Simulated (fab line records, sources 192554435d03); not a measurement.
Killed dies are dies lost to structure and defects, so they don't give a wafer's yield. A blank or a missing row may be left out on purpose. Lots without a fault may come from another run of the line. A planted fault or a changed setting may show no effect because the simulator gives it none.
fab line records | flow n5_finfet
record lots=4 wafers=10 last_day=18
route steps=1938 shown PMOS_HMC_CHANNEL_EPI@83 FIN_SAQP@90 FIN_CUT@174 STI_FIN_REVEAL@197 BEOL_M4@1111
lots that met no fault: from a run of the same line without faults
start_h: hours from the record's first day to the start of the lot's first wafer shown | wait_h: hours since the lot's step before | " the same as in the row above | L1.1+2: a row that stands for several wafers | - no value, or no start given | * or withheld: withheld | < > ~ a bound
route shown NAME@n: a module of which the file shows steps, and the number in the route of the first | usual: mean/standard deviation of fault-free wafers | same: alike in all rows | chamber/n: place in a boat | sites: the reading at each site | _std_site: their standard deviation | _edge_site: outer sites' mean less inner sites' | radius_mm: how far each site lies from the wafer's centre | mask NAME#n: copy n | behind: the tool/chamber that last shaped the wafer | hold: why the lot was held/for how many hours/how that ended | device: the transistor (n, p or np) that didn't switch | end of line: the same wafers' tests at the end of the route | a step without rows: its recipe alone | killed: dies lost to structure and defects at the first sort, not the wafer's yield | map: a wafer's dies, x killed, . not, _ none there
set.NAME: the setting as run; set.NAME@STEP: as run at that earlier step | model.NAME: the simulator's own value behind a step, which no gauge read
lots at some steps of the route; a table a step, a row a wafer
services: from which hour (start_h, from the record's first day; less than 0 if before it) a tool's chamber was out of use, for how many hours, and why
## steps
# step N5_PMOS_HMC_CHANNEL_EPI_PRECLEAN_40
# recipe chemistry=DHF time_s=30 temp_c=25 dilution=withheld
# step N5_PMOS_HMC_CHANNEL_EPI_PRECLEAN_37
# recipe chemistry=O3/DIW time_s=45 temp_c=22 o3_ppm=10
# step N5_PMOS_HMC_CHANNEL_EPI_PRECLEAN_24
# recipe chemistry=DHF time_s=30 temp_c=25 dilution=withheld
# step N5_PMOS_HMC_CHANNEL_EPI_SRD_25
# recipe dry=ipa_marangoni do_ppb=5 time_s=30 temp_c=23 rinse_liquid=diw
# step N5_PMOS_HMC_CHANNEL_EPI_EPI_26
# recipe material=Si target_thk_a=38 temp_c=650 precursor=SiH4/H2 pressure_torr=20 time_s=22.7
# step N5_FIN_SAQP_PRECLEAN_42
# recipe chemistry=O3/DIW time_s=60 temp_c=22 o3_ppm=10
# step N5_FIN_SAQP_PRECLEAN_00
# recipe chemistry=SC1 time_s=60 temp_c=55 mix=1:2:50
# step N5_FIN_SAQP_PRECLEAN_44
# recipe chemistry=SC2 time_s=45 temp_c=35 mix=1:1:50
# step N5_FIN_SAQP_SRD_01
# recipe dry=ipa_marangoni time_s=30 temp_c=23 rinse_liquid=diw
# step N5_FIN_SAQP_ALD_61
# recipe material=SiO2 target_thk_a=40 temp_c=300 ald_precursor_family=BDEAS ald_co_reactant=O2-plasma pulse_time_s=1 purge_time_s=2 co_reactant_purge_time_s=2 ald_cycles=43 pressure_torr=2
# usual ald_cycles=43/0 heater_power_w=484/61 precursor_pulse_height_rel=1.000/0.02
# same pulse_time_s=1
# columns lot.wafer tool chamber start_h wait_h ald_cycles heater_power_w precursor_pulse_height_rel model.SiO2_of_FIN_SAQP_ALD_61.thk_nm
L947.3 ald_sin-02 2 40.31 0.5 43 636 0.987 4.015
L947.4 " 0 " " 43 479 1.007 4.021
L947.6 " 1 " " 43 416 0.997 3.99
L959.5 ald_sin-02 2 111.17 0.2 56 627 0.991 5.195
L959.6 " 3 " " 43 430 1.006 3.99
L961.5 ald_sin-02 2 122.60 0.1 56 642 1.034 5.216
L961.6 " 1 " " 43 424 0.984 3.966
L964.4 ald_sin-04 3 140.52 0.0 43 523 0.987 3.982
L964.5 " 1 " " 43 477 1.052 4.009
L964.6 " 2 " " 43 459 0.976 4.014
# step N5_FIN_SAQP_DENSIFY_62
# recipe temp_c=700 time_s=60 ambient=N2 idle_temp_c=600 ramp_up_c_per_s=150 ramp_down_c_per_s=60 cool_to_c=600
# step N5_FIN_SAQP_HM_DEP_03
# recipe material=SiNx target_thk_a=380 temp_c=400 precursor=SiH4/NH3/N2 pressure_torr=1.5 rf_w=300 time_s=33.6
# step N5_FIN_SAQP_PECVD_47
# recipe material=a-Si target_thk_a=450 temp_c=400 precursor=SiH4/He pressure_torr=3 rf_w=100 time_s=36.3
# step N5_FIN_SAQP_PECVD_48
# recipe material=SiNx target_thk_a=250 temp_c=400 precursor=SiH4/NH3/N2 pressure_torr=1.5 rf_w=300 time_s=22.1
# step N5_FIN_SAQP_PECVD_06
# recipe material=a-Si target_thk_a=600 temp_c=400 precursor=SiH4/He pressure_torr=3 rf_w=100 time_s=48.1
# step N5_FIN_SAQP_HM_DEP_72
# recipe material=SiO2 target_thk_a=120 temp_c=400 precursor=SiH4/N2O pressure_torr=0.75 rf_w=275 time_s=7.2
# step N5_FIN_SAQP_COAT_49
# recipe resist=SOC temp_c=250 time_s=60 spin_rpm=1500 resist_thk_nm=100
# step N5_FIN_SAQP_COAT_50
# recipe resist=SiARC temp_c=220 time_s=60 spin_rpm=1500 resist_thk_nm=35
# step N5_FIN_SAQP_COAT_10
# recipe resist=CAR-ArF spin_rpm=1500 resist_thk_nm=90
# step N5_FIN_SAQP_EBR_12
# recipe solvent=PGMEA ebr_width_mm=1.5
# step N5_FIN_SAQP_SOFTBAKE_11
# recipe temp_c=110 time_s=60 resist=CAR-ArF
# step N5_FIN_SAQP_EXPOSE_13
# recipe mask_id=FIN_CORE na=1.35 source_shape=dipole sigma_inner=0.538 sigma_outer=0.738 polarization=te target_cd_nm=35.6 dose_mj=63.25
# step N5_FIN_SAQP_PEB_14
# recipe peb_temp_c=withheld peb_time_s=60 resist=CAR-ArF
# step N5_FIN_SAQP_DEVELOP_15
# recipe develop_time_s=30 developer=TMAH resist=CAR-ArF dev_temp_c=23 rinse_liquid=diw dry=air_spin
# step N5_FIN_SAQP_DESCUM_21
# recipe chemistry=O2 time_s=7.9 source_power_w=50 bias_power_w=20 pressure_mtorr=20 rf_frequency_hz=2.712e+07 temp_c=40 resist=CAR-ArF o2_flow_sccm=225
# step N5_FIN_SAQP_ETCH_51
# recipe chemistry=CF4 target=SiARC target_depth_a=455 mask_material=CAR-ArF time_s=75.8 ion_energy_ev=80 pressure_mtorr=40 source_w=545 bias_w=36 Ar_flow_sccm=100 cf4_flow_sccm=100 ends=cleared
# step N5_FIN_SAQP_ETCH_52
# recipe chemistry=N2/H2 target=SOC target_depth_a=1000 overetch_a=200 mask_material=SiARC temp_c=40 time_s=150 ion_energy_ev=200 pressure_mtorr=30 source_w=840 bias_w=150 n2_flow_sccm=200 h2_flow_sccm=200 ends=end_point
# step N5_FIN_SAQP_STRIP_53
# recipe chemistry=N2/H2 temp_c=40 n2_flow_sccm=200 h2_flow_sccm=200 rf_frequency_hz=6e+07
# step N5_FIN_SAQP_HM_OPEN_73
# recipe chemistry=CHF3/O2 target=SiO2 stop_on=a-Si target_depth_a=120 over_etch_frac=1.8 mask_material=SOC time_s=16.8 pressure_mtorr=30 source_w=650 bias_w=170 Ar_flow_sccm=200 CHF3_flow_sccm=50 O2_flow_sccm=5 ion_energy_ev=200 ends=end_point
# step N5_FIN_SAQP_STRIP_74
# recipe chemistry=CHF3/O2 resist=SiARC rf_frequency_hz=6e+07
# step N5_FIN_SAQP_MANDREL_ETCH_22
# recipe target_depth_a=600 chemistry=HBr/Cl2 target=a-Si stop_on=SiNx bt_time_s=10 over_etch_frac=0.5 time_s=30 pressure_mtorr=10 icp_w=800 bias_w=75 HBr_flow_sccm=150 Cl2_flow_sccm=80 ends=end_point
# step N5_FIN_SAQP_STRIP_55
# recipe chemistry=N2/H2 power_w=500 temp_c=40 pressure_mtorr=50 rf_frequency_hz=6e+07 overash_fraction=0.3 bias_power_w=28 h2_frac=0.5 n2_flow_sccm=300 h2_flow_sccm=300
# step N5_FIN_SAQP_STRIP_23
# recipe chemistry=SPM time_s=750 temp_c=130 h2so4_h2o2_vol_ratio=4
# step N5_FIN_SAQP_SRD_66
# recipe dry=ipa_marangoni time_s=30 temp_c=23 rinse_liquid=diw
# step N5_FIN_CUT_CUT_ETCH_27
# recipe chemistry=CHF3/O2 target=SiO2 target_depth_a=40 mask_material=SOC overetch_a=20 time_s=4.9 pressure_mtorr=30 source_w=650 bias_w=170 Ar_flow_sccm=200 CHF3_flow_sccm=50 O2_flow_sccm=5 ion_energy_ev=200
# usual drypump_motor_current_A=5.6/0.43 oes_product_au=0.61/0.057 rf_vpp_V=526/8.9 showerhead_plenum_p_Torr=2.43/0.063 throttle_valve_pct=18.83/0.23
# columns lot.wafer tool chamber start_h wait_h drypump_motor_current_A oes_product_au rf_hours_counter_h rf_vpp_V showerhead_plenum_p_Torr throttle_valve_pct model.etch.depth_nm
L947.3 rie_diel-05 1 46.97 0.0 5.6 0.59 172 524 2.49 18.66 4.015
L947.4 " 2 " " 6.2 0.72 - 540 2.45 18.38 4.021
L947.6 " 3 " " 5.1 0.56 - 525 2.41 19.13 3.99
L959.5 rie_diel-06 1 119.06 0.0 6.5 0.64 - 530 2.36 18.77 5.195
L959.6 " 0 " " 5.1 0.64 - 539 2.35 19.07 3.99
L961.5 rie_diel-06 2 129.31 0.0 5.7 0.69 - 522 2.52 18.89 5.216
L961.6 " 3 " " 5.6 0.59 - 522 2.49 18.92 3.966
L964.4 rie_diel-02 0 148.20 0.0 5.1 0.57 - 531 2.51 19.25 3.982
L964.5 " 1 " " 5.6 0.69 - 511 2.34 18.80 4.009
L964.6 " 2 " " 6.0 0.61 - 523 2.40 18.75 4.014
# step N5_STI_FIN_REVEAL_STRIP_16
# recipe chemistry=H3PO4 material=SiNx temp_c=165 target_depth_a=238 overetch_fraction=0.4964 dry=ipa_marangoni
# columns lot.wafer tool chamber start_h wait_h model.SiO2_of_FIN_SAQP_ALD_61.thk_nm
L947.3+4+6 wet_bench-03 5,3,4 55.37 0.6 3.8
L959.5 wet_bench-03 7 128.44 0.0 5
L959.6 " 0 " " 3.8
L961.5 wet_bench-02 7 137.33 0.0 5
L961.6 " 0 " " 3.8
L964.4+5+6 wet_bench-06 3,0,4 156.42 0.6 3.8
# step N5_BEOL_M4_RC_MEAS_101
# usual DIBL_N=36.5/1.9 DIBL_P=36.4/2.2 IOFF_N=0.17/0.034 IOFF_P=0.21/0.036 ION_N=678/12 ION_P=462/7.1 SS_N=71.7/0.61 SS_P=73.4/0.71 VT_N=249/3.5 VT_P=-251/3
# columns lot.wafer tool chamber start_h wait_h DIBL_N[mV/V] DIBL_P[mV/V] IOFF_N[nA/um] IOFF_P[nA/um] ION_N[uA/um] ION_P[uA/um] SS_N[mV/dec] SS_P[mV/dec] VT_N[mV] VT_P[mV]
L947.3 prober-01 0 208.96 0.3 35.2 35.4 0.17 0.22 684 468 71.9 73.3 249 -249
L947.4 " 0 " " 35.3 35.8 0.17 0.23 677 470 71.5 73.9 246 -249
L947.6 " 0 " " 35.2 34.8 0.16 0.21 679 466 70.9 72.8 250 -249
L959.5 prober-02 0 295.21 0.6 31.8 31.3 0.09 0.13 658 458 70.4 71.8 258 -258
L959.6 " 0 " " 37.3 38.2 0.17 0.22 680 468 71.7 73.7 249 -251
L961.5 prober-01 0 300.46 0.6 36.3 37.2 0.17 0.21 699 473 71.5 72.8 248 -250
L961.6 " 0 " " 36.2 36.8 0.16 0.20 684 464 71.4 73.7 251 -250
L964.4 prober-01 0 319.05 0.5 39.7 40.1 0.23 0.30 694 468 72.2 74.4 246 -245
L964.5 " 0 " " 36.0 35.4 0.16 0.21 690 459 71.7 73.3 250 -249
L964.6 " 0 " " 39.2 39.5 0.22 0.29 694 471 73.3 74.6 245 -248
## services
# columns tool chamber start_h hours kind
rie_diel-05 0 32.32 29.0 repair
rie_diel-06 1 36.08 7.9 repair
ald_sin-02 - 39.23 0.5 repair
ald_sin-02 2 43.06 14.4 repair
rie_diel-05 3 51.80 1.8 repair
ald_sin-02 1 52.87 3.3 repair
wet_bench-06 - 56.81 4.0 repair
ald_sin-02 2 77.09 7.8 repair
rie_diel-06 - 95.50 1.1 repair
rie_diel-02 0 110.40 10.7 repair
rie_diel-02 - 134.86 0.7 repair
ald_sin-04 2 141.35 11.1 repair
rie_diel-02 3 147.66 - clean
rie_diel-02 3 147.66 - consumable_replace:focus_ring
## key
first_sign step=N5_FIN_SAQP_ALD_61 reading=ald_cycles direction=up sigmas=99+ usual=* struck=*
effect none on later readings
model_effect step=N5_FIN_SAQP_ALD_61 value=SiO2_of_FIN_SAQP_ALD_61.thk_nm without=3.997 struck=5.206
model_effect step=N5_FIN_CUT_CUT_ETCH_27 value=etch.depth_nm without=3.997 struck=5.206
model_effect step=N5_STI_FIN_REVEAL_STRIP_16 value=SiO2_of_FIN_SAQP_ALD_61.thk_nm without=3.8 struck=5
met_at N5_FIN_SAQP_ALD_61
struck_wafers L959.5,L961.5
baseline_loss step=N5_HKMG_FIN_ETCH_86 wafers=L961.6
onset_between 40.31 111.17
fault kind=process_parameter_drift tool=ald_sin-02 chamber=- onset_h=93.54 steps=N5_FIN_SAQP_ALD_61 channel=ald_cycles offset=* shape=step end_h=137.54 scope=struck_wafers_only acts_in=* stated=*
# baseline_loss: these wafers lose ten dies or more at that step, a loss of the line's own and not of a fault; the sort's usual values leave them out
